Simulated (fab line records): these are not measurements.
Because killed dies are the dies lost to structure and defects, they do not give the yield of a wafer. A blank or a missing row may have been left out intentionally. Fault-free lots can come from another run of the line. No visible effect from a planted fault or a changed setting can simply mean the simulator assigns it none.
Chamber matching | flow nandHarc | NHARC_P_GATE_DEP_103 on pecvd-01: 3 sister chambers
The step deposits SiON, target thk 30 nm. 18 wafers are shown with their chamber, then 9 later ones without.

== WAFERS WITH THEIR CHAMBER ==
wafer  | chamber | heaterPowerW (W)
L074.1 | 2       | 917
L074.3 | 1       | 590
L074.6 | 0       | 814
L083.2 | 1       | 676
L083.3 | 0       | 694
L083.6 | 1       | 683
L086.1 | 0       | 746
L086.3 | 2       | 865
L086.5 | 0       | 770
L089.2 | 0       | 807
L089.4 | 2       | 858
L089.5 | 1       | 675
L088.1 | 2       | 893
L088.3 | 1       | 687
L088.4 | 0       | 792
L090.2 | 1       | 725
L090.3 | 1       | 696
L090.6 | 1       | 699

SIGNATURES (means of the wafers above)
reading      | chamber 0 | chamber 1 | chamber 2 | scatter within a chamber
heaterPowerW | 770.50    | 678.88    | 883.25    | 39.3
Rule: for a wafer and a chamber, the distance is found by dividing, reading by reading, the gap between the wafer's reading and the chamber's mean by the reading's scatter, squaring, summing and taking the root. If the next closest chamber is less than 2 further off than the closest, the wafer can't be placed; otherwise it belongs to the closest. How the scatter is found: for the shown wafers, subtract from each reading the mean of its chamber, square and add these, divide the total by (wafers less chambers), then take the root.

== WAFERS MISSING THEIR CHAMBER ==
wafer  | heaterPowerW (W)
L092.1 | 822
L092.2 | 622
L092.4 | 626
L092.3 | 825
L092.5 | 845
L092.6 | 621
L093.2 | 956
L093.4 | 696
L093.6 | 932

== CHAMBER TAKEN BY EACH ==
wafer  | from the rows above     | in truth
L092.1 | can't be placed: 0 or 2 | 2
L092.2 | 1                       | 1
L092.4 | 1                       | 1
L092.3 | can't be placed: 0 or 2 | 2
L092.5 | can't be placed: 2 or 0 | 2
L092.6 | 1                       | 1
L093.2 | 2                       | 2
L093.4 | can't be placed: 1 or 0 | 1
L093.6 | 2                       | 2
Correct placement for 5 of the 9. Can't be placed from these rows: 4 (the true chamber is among the candidates in 4). Wrongly placed: 0.
